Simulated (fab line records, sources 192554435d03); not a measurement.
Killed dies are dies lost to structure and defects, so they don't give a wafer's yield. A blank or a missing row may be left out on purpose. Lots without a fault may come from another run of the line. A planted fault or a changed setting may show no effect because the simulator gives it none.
fab line records | flow n5_finfet
record lots=24 wafers=72 last_day=19
route steps=1938 shown BEOL_M6@1232 BEOL_M7@1307
lots that met no fault: from a run of the same line without faults
start_h: hours from the record's first day to the start of the lot's first wafer shown | wait_h: hours since the lot's step before | " the same as in the row above | L1.1+2: a row that stands for several wafers | - no value, or no start given | * or withheld: withheld | < > ~ a bound
route shown NAME@n: a module of which the file shows steps, and the number in the route of the first | usual: mean/standard deviation of fault-free wafers | same: alike in all rows | chamber/n: place in a boat | sites: the reading at each site | _std_site: their standard deviation | _edge_site: outer sites' mean less inner sites' | radius_mm: how far each site lies from the wafer's centre | mask NAME#n: copy n | behind: the tool/chamber that last shaped the wafer | hold: why the lot was held/for how many hours/how that ended | device: the transistor (n, p or np) that didn't switch | end of line: the same wafers' tests at the end of the route | a step without rows: its recipe alone | killed: dies lost to structure and defects at the first sort, not the wafer's yield | map: a wafer's dies, x killed, . not, _ none there
set.NAME: the setting as run; set.NAME@STEP: as run at that earlier step | model.NAME: the simulator's own value behind a step, which no gauge read
steps of the route over a sample of lots; a table a step, a row a wafer
services: from which hour (start_h, from the record's first day; less than 0 if before it) a tool's chamber was out of use, for how many hours, and why
## steps
# step N5_BEOL_M6_ETCH_65
# recipe chemistry=CF4 target=SiARC target_depth_a=156 mask_material=CAR-EUV time_s=26 ion_energy_ev=80 pressure_mtorr=40 source_w=545 bias_w=36 Ar_flow_sccm=100 cf4_flow_sccm=100 ends=cleared
# usual drypump_motor_current_A=5.6/0.56 etch_rf_on_time_s=26.3/0.86 oes_product_au=0.68/0.073 rf_vpp_V=184.0/1.1 showerhead_plenum_p_Torr=2.14/0.048 throttle_valve_pct=15.52/0.26
# columns lot.wafer tool chamber start_h wait_h drypump_motor_current_A etch_rf_on_time_s oes_product_au rf_hours_counter_h rf_vpp_V showerhead_plenum_p_Torr throttle_valve_pct
L074.1 rie_diel-06 0 195.85 0.0 5.3 26.4 0.63 181 184.9 2.21 15.84
L074.5 " 3 " " 4.8 27.2 0.73 - 184.4 2.10 15.11
L074.6 " 2 " " 5.4 25.3 0.82 - 184.2 2.16 15.34
L075.2 rie_diel-06 3 218.23 0.0 4.8 27.0 0.73 45 183.3 2.09 15.11
L075.5 " 2 " " 5.4 25.4 0.80 - 185.7 2.16 15.36
L075.6 " 3 " " 4.8 26.8 0.73 - 183.3 2.09 15.13
L076.4 rie_diel-05 3 222.01 0.0 5.6 25.9 0.59 247 184.6 2.19 15.74
L076.5 " 0 " " 6.3 26.1 0.66 - 181.3 2.07 15.58
L076.6 " 1 " " 4.9 28.0 0.57 - 182.8 2.14 15.53
L077.1 rie_diel-05 1 227.07 0.0 4.9 28.3 0.57 204 184.6 2.14 15.53
L077.3 " 2 " " 5.9 26.8 0.70 75 183.2 2.09 15.43
L077.6 " 3 " " 5.6 26.1 0.59 - 184.9 2.19 15.74
L079.1 rie_diel-02 3 227.31 0.0 5.3 25.1 0.80 10 184.2 2.20 15.70
L079.3 " 1 " " 5.7 26.2 0.64 152 183.0 2.13 15.83
L079.4 " 2 " " 5.1 25.5 0.61 211 185.2 2.20 15.76
L078.4 rie_diel-05 2 229.52 0.0 5.9 26.3 0.71 - 184.2 2.09 15.43
L078.5 " 0 " " 6.3 25.9 0.66 - 181.8 2.07 15.58
L078.6 " 1 " " 4.9 28.0 0.57 - 183.8 2.13 15.54
L080.3 rie_diel-06 0 233.18 0.0 5.3 26.8 0.62 192 185.6 2.21 15.86
L080.4 " 2 " " 5.4 25.4 0.79 19 184.1 2.16 15.37
L080.5 " 1 " " 6.5 25.8 0.70 - 184.3 2.14 15.06
L081.2 rie_diel-06 1 235.36 0.0 6.5 25.8 0.69 94 183.2 2.14 15.07
L081.3 " 3 " " 4.8 27.0 0.72 51 183.9 2.09 15.14
L081.5 " 0 " " 5.3 26.7 0.62 - 184.9 2.21 15.87
L083.3 rie_diel-05 1 254.20 0.0 4.9 28.1 0.57 - 184.3 2.13 15.55
L083.4 " 0 " " 6.3 25.8 0.66 - 182.0 2.06 15.61
L083.5 " 1 " " 4.9 28.2 0.56 - 183.4 2.13 15.57
L082.2 rie_diel-06 0 260.77 0.0 5.3 26.7 0.62 203 183.4 2.21 15.89
L082.3 " 1 " " 6.4 26.5 0.67 102 185.0 2.14 15.08
L082.6 " 0 " " 5.3 26.7 0.61 - 186.4 2.21 15.90
L084.1 rie_diel-06 3 269.65 0.0 4.8 26.8 0.71 67 184.4 2.09 15.16
L084.4 " 1 " " 6.5 26.1 0.68 106 184.4 2.14 15.08
L084.6 " 2 " " 5.4 25.2 0.76 - 185.0 2.15 15.39
L086.1 rie_diel-06 3 274.89 0.0 4.8 26.6 0.71 69 183.1 2.09 15.16
L086.2 " 2 " " 5.4 25.3 0.76 38 184.7 2.15 15.41
L086.3 " 0 " " 5.3 26.9 0.61 209 184.8 2.21 15.89
L087.1 rie_diel-06 0 281.65 0.0 5.3 27.2 0.60 211 184.8 2.20 15.88
L087.2 " 2 " " 5.4 25.4 0.76 40 185.9 2.15 15.41
L087.4 " 1 " " 6.4 26.1 0.68 110 184.6 2.14 15.09
L085.1 rie_diel-05 1 281.88 0.0 4.9 28.1 0.56 224 182.5 2.13 15.58
L085.4 " 2 " " 5.9 26.4 0.70 88 183.4 2.09 15.47
L085.6 " 3 " " 5.6 25.7 0.82 - 185.4 2.19 15.28
L088.1 rie_diel-05 1 285.96 0.0 4.9 28.1 0.56 225 183.8 2.13 15.60
L088.3 " 3 " " 5.6 25.9 0.81 11 185.5 2.19 15.27
L088.5 " 3 " " 5.6 25.9 0.82 - 182.7 2.19 15.27
L090.1 rie_diel-02 3 305.23 0.0 5.3 24.8 0.76 33 184.4 2.19 15.75
L090.2 " 0 " " 6.1 26.5 0.81 4 185.8 2.18 15.59
L090.6 " 0 " " 6.1 26.3 0.82 - 184.8 2.18 15.59
L091.2 rie_diel-06 1 306.59 0.0 6.5 25.3 0.68 119 183.8 2.13 15.11
L091.3 " 0 " " 5.3 26.6 0.61 219 184.9 2.20 15.91
L091.4 " 3 " " 4.8 26.7 0.71 79 181.8 2.08 15.20
L089.2 rie_diel-05 2 309.78 0.0 5.9 26.6 0.67 100 184.9 2.08 15.48
L089.3 " 0 " " 6.3 25.8 0.64 172 183.5 2.05 15.66
L089.6 " 2 " " 6.0 26.7 0.68 - 184.4 2.08 15.49
L093.1 rie_diel-02 3 317.66 0.0 5.3 25.1 0.75 38 185.2 2.19 15.76
L093.5 " 1 " " 5.8 26.6 0.61 - 183.9 2.12 15.89
L093.6 " 2 " " 5.1 25.5 0.59 - 185.5 2.19 15.85
L092.2 rie_diel-05 0 317.73 0.0 6.3 25.9 0.64 175 181.6 2.05 15.66
L092.4 " 1 " " 4.9 28.0 0.55 - 183.4 2.12 15.62
L092.6 " 0 " " 6.3 25.9 0.63 - 182.9 2.05 15.66
L096.1 rie_diel-05 0 333.22 0.0 6.3 25.3 0.64 181 183.4 2.05 15.67
L096.3 " 0 " " 6.3 25.5 0.64 - 184.4 2.05 15.68
L096.5 " 2 " " 5.9 26.1 0.67 - 181.3 2.08 15.51
L094.2 rie_diel-02 0 335.04 0.0 6.2 27.1 0.77 15 184.8 2.18 15.63
L094.3 " 3 " " 5.3 25.3 0.74 - 184.6 2.18 15.77
L094.5 " 0 " " 6.2 27.2 0.77 - 185.2 2.18 15.61
L095.1 rie_diel-02 0 336.18 0.0 6.2 27.1 0.77 15 183.8 2.18 15.62
L095.2 " 3 " " 5.3 25.3 0.74 45 184.8 2.18 15.78
L095.4 " 3 " " 5.3 25.4 0.74 - 183.4 2.18 15.78
L097.1 rie_diel-06 3 361.07 0.0 4.8 26.7 0.69 96 184.4 2.08 15.21
L097.4 " 2 " " 5.4 25.3 0.72 65 184.7 2.14 15.45
L097.5 " 3 " " 4.8 26.6 0.68 - 183.6 2.08 15.21
# step N5_BEOL_M6_OCD_MEAS_38
# usual trench_depth_nm=93.1/2.3
# columns lot.wafer tool chamber start_h wait_h trench_depth_nm
L074.1 ocd-02 - 196.22 - 91.8
L074.5 " - " " 91.7
L074.6 " - " " 97.4
L075.2 ocd-02 - 218.61 - 92.5
L075.5 " - " " 98.0
L075.6 " - " " 92.4
L076.4 ocd-02 - 222.39 - 92.8
L076.5 " - " " 93.0
L076.6 " - " " 88.6
L077.1 ocd-01 - 227.45 - 87.5
L077.3 " - " " 90.6
L077.6 " - " " 92.4
L079.1 ocd-02 - 227.69 - 95.9
L079.3 " - " " 92.1
L079.4 " - " " 93.5
L078.4 ocd-02 - 229.89 - 91.6
L078.5 " - " " 93.4
L078.6 " - " " 87.6
L080.3 ocd-01 - 233.55 - 93.2
L080.4 " - " " 97.5
L080.5 " - " " 96.3
L081.2 ocd-02 - 235.74 - 95.1
L081.3 " - " " 91.5
L081.5 " - " " 92.7
L083.3 ocd-02 - 254.74 - 89.0
L083.4 " - " " 93.2
L083.5 " - " " 89.4
L082.2 ocd-01 - 261.14 - 91.2
L082.3 " - " " 93.2
L082.6 " - " " 91.2
L084.1 ocd-01 - 270.03 - 92.8
L084.4 " - " " 93.5
L084.6 " - " " 97.2
L086.1 ocd-02 - 275.26 - 92.4
L086.2 " - " " 96.3
L086.3 " - " " 90.8
L087.1 ocd-01 - 282.02 - 91.7
L087.2 " - " " 96.6
L087.4 " - " " 95.5
L085.1 ocd-02 - 282.25 - 89.2
L085.4 " - " " 91.2
L085.6 " - " " 94.0
L088.1 ocd-01 - 286.33 - 89.9
L088.3 " - " " 94.4
L088.5 " - " " 94.4
L090.1 ocd-02 - 305.60 - 94.4
L090.2 " - " " 92.5
L090.6 " - " " 93.9
L091.2 ocd-02 - 306.97 - 94.9
L091.3 " - " " 91.8
L091.4 " - " " 93.5
L089.2 ocd-02 - 310.16 - 91.5
L089.3 " - " " 94.1
L089.6 " - " " 91.1
L093.1 ocd-02 - 318.03 - 96.6
L093.5 " - " " 93.2
L093.6 " - " " 93.4
L092.2 ocd-02 - 318.11 - 93.5
L092.4 " - " " 90.2
L092.6 " - " " 92.9
L096.1 ocd-01 - 333.77 - 95.0
L096.3 " - " " 95.9
L096.5 " - " " 91.6
L094.2 ocd-01 - 335.59 - 92.4
L094.3 " - " " 93.5
L094.5 " - " " 91.3
L095.1 ocd-02 - 336.74 - 92.4
L095.2 " - " " 94.5
L095.4 " - " " 94.7
L097.1 ocd-01 - 361.45 - 92.0
L097.4 " - " " 95.8
L097.5 " - " " 92.9
# step N5_BEOL_M6_RS_MEAS_57
# recipe thk_meas_gauge=four-point-probe reads=Cu_of_BEOL_M6_ECD_50+Co_of_BEOL_M6_CVD_78+TaN_of_BEOL_M6_ALD_77
# usual M6_RS=0.292/0.012
# columns lot.wafer tool chamber start_h wait_h M6_RS[ohm/sq]
L074.1 film_metro-01 - 198.98 0.1 0.305
L074.5 " - " " 0.291
L074.6 " - " " 0.278
L075.2 film_metro-02 - 223.35 0.1 0.283
L075.5 " - " " 0.269
L075.6 " - " " 0.283
L076.4 film_metro-02 - 225.98 0.0 0.293
L076.5 " - " " 0.287
L076.6 " - " " 0.312
L077.1 film_metro-01 - 229.95 0.1 0.327
L077.3 " - " " 0.307
L077.6 " - " " 0.291
L079.1 film_metro-02 - 230.77 0.1 0.289
L079.3 " - " " 0.312
L079.4 " - " " 0.289
L078.4 film_metro-01 - 232.89 0.0 0.290
L078.5 " - " " 0.299
L078.6 " - " " 0.313
L080.3 film_metro-02 - 237.23 0.1 0.298
L080.4 " - " " 0.276
L080.5 " - " " 0.288
L081.2 film_metro-01 - 238.36 0.1 0.276
L081.3 " - " " 0.303
L081.5 " - " " 0.295
L083.3 film_metro-01 - 258.52 0.1 0.306
L083.4 " - " " 0.288
L083.5 " - " " 0.311
L082.2 film_metro-01 - 265.47 0.1 0.302
L082.3 " - " " 0.281
L082.6 " - " " 0.312
L084.1 film_metro-01 - 272.79 0.1 0.299
L084.4 " - " " 0.305
L084.6 " - " " 0.280
L086.1 film_metro-01 - 277.83 0.1 0.295
L086.2 " - " " 0.283
L086.3 " - " " 0.303
L087.1 film_metro-01 - 285.23 0.1 0.306
L087.2 " - " " 0.270
L087.4 " - " " 0.282
L085.1 film_metro-02 - 286.06 0.1 0.307
L085.4 " - " " 0.298
L085.6 " - " " 0.292
L088.1 film_metro-01 - 288.48 0.1 0.312
L088.3 " - " " 0.285
L088.5 " - " " 0.290
L090.1 film_metro-02 - 308.17 0.1 0.274
L090.2 " - " " 0.282
L090.6 " - " " 0.277
L091.2 film_metro-02 - 312.09 0.1 0.281
L091.3 " - " " 0.287
L091.4 " - " " 0.287
L089.2 film_metro-02 - 312.90 0.1 0.298
L089.3 " - " " 0.282
L089.6 " - " " 0.298
L093.1 film_metro-01 - 321.43 0.1 0.280
L093.5 " - " " 0.295
L093.6 " - " " 0.286
L092.2 film_metro-02 - 321.47 0.1 0.297
L092.4 " - " " 0.308
L092.6 " - " " 0.296
L096.1 film_metro-01 - 337.13 0.1 0.281
L096.3 " - " " 0.280
L096.5 " - " " 0.295
L094.2 film_metro-01 - 337.79 0.1 0.306
L094.3 " - " " 0.288
L094.5 " - " " 0.299
L095.1 film_metro-02 - 340.59 0.1 0.296
L095.2 " - " " 0.293
L095.4 " - " " 0.286
L097.1 film_metro-01 - 365.07 0.1 0.298
L097.4 " - " " 0.293
L097.5 " - " " 0.287
# step N5_BEOL_M6_INSPECT_58
# recipe inspect_instrument=darkfield mode=post_dep
# usual raw_defect_count=69/22
# columns lot.wafer tool chamber start_h wait_h raw_defect_count
L074.1 defect_inspect-01 - 199.01 0.0 77
L074.5 " - " " 39
L074.6 " - " " 62
L075.2 defect_inspect-02 - 223.37 0.0 69
L075.5 " - " " 87
L075.6 " - " " 67
L076.4 defect_inspect-02 - 226.00 0.0 81
L076.5 " - " " 40
L076.6 " - " " 52
L077.1 defect_inspect-01 - 229.98 0.0 70
L077.3 " - " " 59
L077.6 " - " " 46
L079.1 defect_inspect-02 - 230.80 0.0 46
L079.3 " - " " 55
L079.4 " - " " 58
L078.4 defect_inspect-01 - 232.92 0.0 87
L078.5 " - " " 64
L078.6 " - " " 65
L080.3 defect_inspect-02 - 237.26 0.0 56
L080.4 " - " " 62
L080.5 " - " " 79
L081.2 defect_inspect-02 - 238.39 0.0 80
L081.3 " - " " 45
L081.5 " - " " 84
L083.3 defect_inspect-01 - 258.54 0.0 89
L083.4 " - " " 81
L083.5 " - " " 51
L082.2 defect_inspect-02 - 265.49 0.0 64
L082.3 " - " " 43
L082.6 " - " " 43
L084.1 defect_inspect-02 - 272.81 0.0 74
L084.4 " - " " 104
L084.6 " - " " 120
L086.1 defect_inspect-02 - 277.85 0.0 45
L086.2 " - " " 57
L086.3 " - " " 49
L087.1 defect_inspect-02 - 285.26 0.0 41
L087.2 " - " " 37
L087.4 " - " " 76
L085.1 defect_inspect-01 - 286.08 0.0 79
L085.4 " - " " 103
L085.6 " - " " 94
L088.1 defect_inspect-02 - 288.50 0.0 97
L088.3 " - " " 67
L088.5 " - " " 89
L090.1 defect_inspect-02 - 308.19 0.0 57
L090.2 " - " " 59
L090.6 " - " " 62
L091.2 defect_inspect-01 - 312.12 0.0 74
L091.3 " - " " 76
L091.4 " - " " 71
L089.2 defect_inspect-02 - 312.93 0.0 95
L089.3 " - " " 104
L089.6 " - " " 123
L093.1 defect_inspect-02 - 321.45 0.0 56
L093.5 " - " " 64
L093.6 " - " " 71
L092.2 defect_inspect-01 - 321.50 0.0 120
L092.4 " - " " 69
L092.6 " - " " 81
L096.1 defect_inspect-02 - 337.15 0.0 29
L096.3 " - " " 52
L096.5 " - " " 72
L094.2 defect_inspect-02 - 337.82 0.0 79
L094.3 " - " " 92
L094.5 " - " " 64
L095.1 defect_inspect-02 - 340.62 0.0 74
L095.2 " - " " 61
L095.4 " - " " 58
L097.1 defect_inspect-02 - 365.09 0.0 51
L097.4 " - " " 40
L097.5 " - " " 76
# step N5_BEOL_M7_STRIP_36
# recipe chemistry=N2/H2 power_w=450 temp_c=40 pressure_mtorr=20 rf_frequency_hz=6e+07 overash_fraction=0.3 bias_power_w=7 h2_frac=0.5 n2_flow_sccm=200 h2_flow_sccm=200
# usual drypump_motor_current_A=5.4/0.45 h2_flow_sccm=200.0/0.59 oes_product_au=0.81/0.078 rf_vpp_V=59.2/1.5 showerhead_plenum_p_Torr=2.53/0.086 throttle_valve_pct=23.6/0.38
# columns lot.wafer tool chamber start_h wait_h drypump_motor_current_A h2_flow_sccm oes_product_au rf_hours_counter_h rf_vpp_V showerhead_plenum_p_Torr throttle_valve_pct
L074.1 rie_diel-04 0 202.83 0.0 5.3 200.1 0.91 23 58.5 2.59 23.8
L074.5 " 2 " " 4.8 199.7 0.70 - 58.4 2.43 23.9
L074.6 " 3 " " 6.4 200.1 0.75 - 61.1 2.55 24.2
L075.2 rie_diel-01 2 226.32 0.0 5.5 200.7 0.89 36 58.4 2.46 23.5
L075.5 " 3 " " 5.6 199.7 0.89 - 61.0 2.56 22.9
L075.6 " 2 " " 5.4 200.6 0.90 - 57.5 2.46 23.5
L076.4 rie_diel-04 0 229.57 0.0 5.3 201.2 0.89 29 58.5 2.59 23.8
L076.5 " 0 " " 5.3 199.7 0.89 - 59.2 2.59 23.7
L076.6 " 1 " " 5.7 200.0 0.79 - 60.2 2.52 23.5
L077.1 rie_diel-03 1 233.28 0.0 5.6 199.7 0.71 212 57.4 2.51 24.0
L077.3 " 2 " " 5.1 199.8 0.80 118 58.8 2.56 23.5
L077.6 " 3 " " 6.2 199.9 0.83 - 58.1 2.47 23.6
L079.1 rie_diel-03 0 236.12 0.0 5.0 200.8 0.91 38 57.4 2.66 23.1
L079.3 " 2 " " 5.1 199.7 0.80 119 57.7 2.56 23.5
L079.4 " 1 " " 5.6 199.5 0.72 213 60.4 2.51 24.0
L078.4 rie_diel-01 2 237.84 0.0 5.4 199.7 0.88 - 56.9 2.46 23.5
L078.5 " 1 " " 5.1 199.3 0.71 - 58.6 2.41 24.2
L078.6 " 2 " " 5.4 201.6 0.88 - 57.7 2.46 23.5
L080.3 rie_diel-03 1 240.92 0.0 5.6 200.3 0.71 215 58.4 2.51 24.0
L080.4 " 0 " " 5.0 199.4 0.89 40 58.9 2.66 23.1
L080.5 " 0 " " 5.0 199.5 0.91 - 61.3 2.66 23.1
L081.2 rie_diel-03 0 241.31 0.0 4.9 200.5 0.89 40 60.5 2.66 23.1
L081.3 " 3 " " 6.2 199.8 0.81 65 57.8 2.47 23.6
L081.5 " 2 " " 5.1 200.3 0.79 - 58.6 2.56 23.5
L083.3 rie_diel-01 3 264.35 0.0 5.6 199.4 0.90 31 58.8 2.56 22.9
L083.4 " 2 " " 5.4 199.5 0.86 55 58.3 2.45 23.5
L083.5 " 1 " " 5.1 200.2 0.70 - 56.0 2.40 24.2
L082.2 rie_diel-04 0 269.80 0.0 5.3 200.0 0.86 45 58.7 2.58 23.8
L082.3 " 3 " " 6.4 201.0 0.73 175 59.3 2.54 24.3
L082.6 " 0 " " 5.4 201.0 0.88 - 59.7 2.58 23.8
L084.1 rie_diel-04 3 277.44 0.0 6.4 201.1 0.73 178 61.1 2.54 24.3
L084.4 " 2 " " 4.8 199.7 0.69 244 58.5 2.42 24.0
L084.6 " 2 " " 4.8 200.4 0.69 - 61.8 2.42 24.0
L086.1 rie_diel-01 1 283.27 0.0 5.1 200.5 0.70 201 59.8 2.40 24.2
L086.2 " 0 " " 5.3 199.5 0.92 33 59.5 2.69 23.5
L086.3 " 2 " " 5.5 200.7 0.86 64 61.1 2.45 23.5
L087.1 rie_diel-04 1 289.59 0.0 5.7 200.0 0.76 177 57.6 2.51 23.6
L087.2 " 0 " " 5.3 201.2 0.85 53 58.5 2.58 23.8
L087.4 " 2 " " 4.7 200.1 0.68 249 58.9 2.41 24.0
L085.1 rie_diel-01 2 289.88 0.0 5.4 200.1 0.86 67 60.0 2.45 23.5
L085.4 " 0 " " 5.3 199.8 0.90 36 59.9 2.69 23.5
L085.6 " 1 " " 5.1 199.8 0.70 - 60.8 2.40 24.2
L088.1 rie_diel-01 1 292.26 0.0 5.1 199.8 0.71 205 58.1 2.40 24.2
L088.3 " 3 " " 5.6 200.3 0.88 42 59.1 2.55 22.9
L088.5 " 2 " " 5.5 199.4 0.85 - 59.9 2.45 23.5
L090.1 rie_diel-01 1 313.54 0.0 5.1 200.7 0.71 211 58.4 2.39 24.2
L090.2 " 0 " " 5.3 199.5 0.90 43 60.1 2.68 23.5
L090.6 " 3 " " 5.6 201.4 0.86 - 61.1 2.55 23.0
L091.2 rie_diel-01 0 317.73 0.0 5.3 200.9 0.89 44 60.6 2.68 23.5
L091.3 " 1 " " 5.0 199.9 0.69 213 58.1 2.39 24.2
L091.4 " 3 " " 5.6 199.3 0.87 50 59.2 2.55 23.0
L089.2 rie_diel-03 1 318.36 0.0 5.6 200.0 0.70 225 57.1 2.50 24.0
L089.3 " 3 " " 6.2 198.9 0.80 77 62.3 2.46 23.6
L089.6 " 2 " " 5.1 199.2 0.78 - 59.6 2.56 23.5
L093.1 rie_diel-03 0 332.63 0.0 5.0 201.1 0.86 55 57.6 2.65 23.1
L093.5 " 1 " " 5.6 200.6 0.71 - 60.3 2.50 24.0
L093.6 " 0 " " 5.0 200.2 0.87 - 60.7 2.65 23.1
L092.2 rie_diel-03 3 333.03 0.0 6.2 200.9 0.79 80 60.4 2.46 23.6
L092.4 " 1 " " 5.6 200.1 0.70 229 60.8 2.50 24.1
L092.6 " 0 " " 5.0 199.5 0.87 - 59.8 2.65 23.1
L096.1 rie_diel-03 0 341.49 0.0 5.0 200.2 0.87 57 60.9 2.65 23.1
L096.3 " 1 " " 5.6 199.5 0.69 232 60.4 2.50 24.0
L096.5 " 1 " " 5.6 200.0 0.69 - 58.9 2.50 24.0
L094.2 rie_diel-04 1 341.55 0.0 5.7 200.5 0.76 192 57.2 2.51 23.6
L094.3 " 0 " " 5.3 199.7 0.83 68 59.8 2.57 23.8
L094.5 " 2 " " 4.8 199.1 0.98 - 60.6 2.73 23.5
L095.1 rie_diel-04 1 345.73 0.0 5.7 200.0 0.76 193 58.5 2.50 23.6
L095.2 " 0 " " 5.3 201.1 0.85 70 60.1 2.57 23.8
L095.4 " 3 " " 6.4 200.0 0.73 200 56.0 2.53 24.3
L097.1 rie_diel-04 2 369.06 0.0 4.7 199.2 0.96 15 60.0 2.73 23.5
L097.4 " 3 " " 6.4 199.7 0.71 206 57.8 2.53 24.3
L097.5 " 0 " " 5.3 198.3 0.82 - 58.5 2.57 23.8
# step N5_BEOL_M7_INSPECT_58
# recipe inspect_instrument=darkfield mode=post_dep
# usual raw_defect_count=74/25
# columns lot.wafer tool chamber start_h wait_h raw_defect_count
L074.1 defect_inspect-01 - 209.47 0.0 64
L074.5 " - " " 49
L074.6 " - " " 67
L075.2 defect_inspect-01 - 229.61 0.0 70
L075.5 " - " " 70
L075.6 " - " " 68
L076.4 defect_inspect-01 - 232.39 0.0 111
L076.5 " - " " 70
L076.6 " - " " 86
L077.1 defect_inspect-02 - 235.93 0.0 126
L077.3 " - " " 90
L077.6 " - " " 102
L079.1 defect_inspect-02 - 239.48 0.0 52
L079.3 " - " " 35
L079.4 " - " " 59
L078.4 defect_inspect-01 - 240.79 0.0 57
L078.5 " - " " 37
L078.6 " - " " 23
L080.3 defect_inspect-02 - 243.55 0.0 99
L080.4 " - " " 58
L080.5 " - " " 70
L081.2 defect_inspect-01 - 245.30 0.0 53
L081.3 " - " " 110
L081.5 " - " " 49
L083.3 defect_inspect-02 - 267.03 0.0 111
L083.4 " - " " 132
L083.5 " - " " 108
L082.2 defect_inspect-02 - 272.95 0.0 72
L082.3 " - " " 55
L082.6 " - " " 81
L084.1 defect_inspect-02 - 279.92 0.0 57
L084.4 " - " " 56
L084.6 " - " " 65
L086.1 defect_inspect-01 - 286.95 0.0 72
L086.2 " - " " 100
L086.3 " - " " 63
L087.1 defect_inspect-01 - 294.06 0.0 106
L087.2 " - " " 69
L087.4 " - " " 52
L085.1 defect_inspect-02 - 294.33 0.0 77
L085.4 " - " " 71
L085.6 " - " " 85
L088.1 defect_inspect-01 - 295.20 0.0 64
L088.3 " - " " 78
L088.5 " - " " 108
L090.1 defect_inspect-01 - 315.97 0.0 71
L090.2 " - " " 98
L090.6 " - " " 92
L091.2 defect_inspect-01 - 321.22 0.0 73
L091.3 " - " " 52
L091.4 " - " " 65
L089.2 defect_inspect-01 - 321.71 0.0 91
L089.3 " - " " 71
L089.6 " - " " 80
L093.1 defect_inspect-02 - 336.62 0.0 41
L093.5 " - " " 52
L093.6 " - " " 38
L092.2 defect_inspect-02 - 337.32 0.0 74
L092.4 " - " " 107
L092.6 " - " " 118
L096.1 defect_inspect-02 - 343.96 0.0 58
L096.3 " - " " 35
L096.5 " - " " 60
L094.2 defect_inspect-01 - 344.25 0.0 60
L094.3 " - " " 89
L094.5 " - " " 72
L095.1 defect_inspect-02 - 348.89 0.0 56
L095.2 " - " " 66
L095.4 " - " " 70
L097.1 defect_inspect-01 - 371.86 0.0 71
L097.4 " - " " 60
L097.5 " - " " 62
## services
# columns tool chamber start_h hours kind
rie_diel-06 1 173.12 2.4 repair
rie_diel-06 0 174.16 8.3 repair
rie_diel-02 3 177.94 - clean
rie_diel-05 3 211.18 8.2 repair
rie_diel-01 0 223.37 15.1 repair
rie_diel-05 3 228.10 - clean
rie_diel-05 3 228.10 - consumable_replace:esc
rie_diel-05 3 228.10 - consumable_replace:focus_ring
rie_diel-05 3 228.10 26.0 scheduled_down
rie_diel-05 3 228.10 26.0 vent_cycle
rie_diel-05 1 231.51 7.3 repair
rie_diel-01 3 232.64 22.4 repair
rie_diel-03 - 244.35 28.1 pm
rie_diel-02 0 271.52 9.9 repair
rie_diel-02 3 287.60 16.7 repair
rie_diel-04 2 292.60 - clean
rie_diel-04 2 292.60 - consumable_replace:focus_ring
rie_diel-04 2 292.60 - consumable_replace:showerhead
rie_diel-04 2 292.60 22.2 scheduled_down
rie_diel-04 2 292.60 22.2 vent_cycle
rie_diel-03 - 302.43 0.1 repair
rie_diel-04 - 305.71 4.3 pm
rie_diel-01 - 311.69 0.4 repair
rie_diel-02 1 334.26 5.1 repair
## key
fault none
